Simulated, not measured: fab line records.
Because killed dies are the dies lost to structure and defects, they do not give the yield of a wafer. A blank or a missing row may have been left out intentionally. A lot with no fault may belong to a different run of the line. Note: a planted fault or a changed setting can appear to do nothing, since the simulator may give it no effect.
The tool behind it: which one? :: flow nand-harc :: 17 wafers from 6 lots sampled at 5 of the route's 1159 steps

## WHAT EACH GAUGE READ, for each wafer
NHARC_END_SORT_01.
lot: L224
measured: day 22 13:58
on: prober-01
killed-at-array: 24 586 27

lot: L229
measured: day 24 03:47
on: prober-02
killed-at-array: 15 581

## WHAT TOOL EACH LOT RAN ON (gives the tool, then ch and the chambers of the sampled wafers, and finally the start)
lot: L212
NHARC_A_STAIRCASE_TRIM_202: rie-diel-12 ch 1,2,3, day 11 19:02 or earlier
NHARC_A_STAIRCASE_TRIM_229: rie-diel-01 ch 0,1,3, day 11 19:02
NHARC_A_STAIRCASE_ETCH_232: rie-diel-01 ch 2,3, day 11 19:31
NHARC_A_STAIRCASE_TRIM_235: rie-diel-01 ch 0,1,3, no start

lot: L214
NHARC_A_STAIRCASE_TRIM_202: rie-diel-12 ch 0,1, day 12 04:22 or earlier
NHARC_A_STAIRCASE_TRIM_229: rie-diel-10 ch 1,2,3, day 12 04:22
NHARC_A_STAIRCASE_ETCH_232: rie-diel-10 ch 2,3, day 12 05:26
NHARC_A_STAIRCASE_TRIM_235: rie-diel-10 ch 1,2,3, no start

lot: L219
NHARC_A_STAIRCASE_TRIM_202: rie-diel-01 ch 1,2, day 13 10:13 or earlier
NHARC_A_STAIRCASE_TRIM_229: rie-diel-10 ch 0,1,2, day 13 10:13
NHARC_A_STAIRCASE_ETCH_232: rie-diel-10 ch 0,1,3, day 13 10:37
NHARC_A_STAIRCASE_TRIM_235: rie-diel-10 ch 2,3, no start

lot: L224
NHARC_A_STAIRCASE_TRIM_202: rie-diel-10 ch 2,3, day 14 08:51 or earlier
NHARC_A_STAIRCASE_TRIM_229: rie-diel-10 ch 0,1, day 14 08:51
NHARC_A_STAIRCASE_ETCH_232: rie-diel-10 ch 0,1,3, day 14 09:22
NHARC_A_STAIRCASE_TRIM_235: rie-diel-10 ch 1,2, day 22 13:58 or earlier

lot: L229
NHARC_A_STAIRCASE_TRIM_202: rie-diel-01 ch 1,2, day 15 11:06 or earlier
NHARC_A_STAIRCASE_TRIM_229: rie-diel-10 ch 1,3, day 15 11:06
NHARC_A_STAIRCASE_ETCH_232: rie-diel-10 ch 0,2, day 15 11:32
NHARC_A_STAIRCASE_TRIM_235: rie-diel-10 ch 0,3, day 24 03:47 or earlier

lot: L234
NHARC_A_STAIRCASE_TRIM_202: rie-diel-01 ch 1,2,3, day 17 07:33 or earlier
NHARC_A_STAIRCASE_TRIM_229: rie-diel-12 ch 0,1,2, day 17 07:33
NHARC_A_STAIRCASE_ETCH_232: rie-diel-12 ch 2,3, day 17 07:59
NHARC_A_STAIRCASE_TRIM_235: rie-diel-12 ch 0,2, no start
- NHARC_A_STAIRCASE_TRIM_202: chemistry O2, time 211.2 s.
- NHARC_A_STAIRCASE_TRIM_229: chemistry O2, time 211.2 s.
- NHARC_A_STAIRCASE_ETCH_232: etches the open film in C4F8/O2, target depth 100 nm, time 40.5 s.
- NHARC_A_STAIRCASE_TRIM_235: chemistry O2, time 211.2 s.

## THE ANSWER, worked out from the rows above alone
Rule: what is usual is taken from the lots themselves. Put in order of their means at a reading, lots are off if they are a third of the lots or fewer, leave a main group of 4 or more, and stand apart from it by a gap of 3 or more times the standard deviation of the main group's means; of several such gaps the widest counts. Not used: any main group whose means are identical at the precision the tables above print for the reading. A lot without any number at a reading at which 4 lots or more have one is off too. Where the step has rows for the other lots, those lots are counted as sound.
No lot is off at any reading shown: from this, nothing can be told.

## WHAT WAS PUT IN BY THE SIMULATOR
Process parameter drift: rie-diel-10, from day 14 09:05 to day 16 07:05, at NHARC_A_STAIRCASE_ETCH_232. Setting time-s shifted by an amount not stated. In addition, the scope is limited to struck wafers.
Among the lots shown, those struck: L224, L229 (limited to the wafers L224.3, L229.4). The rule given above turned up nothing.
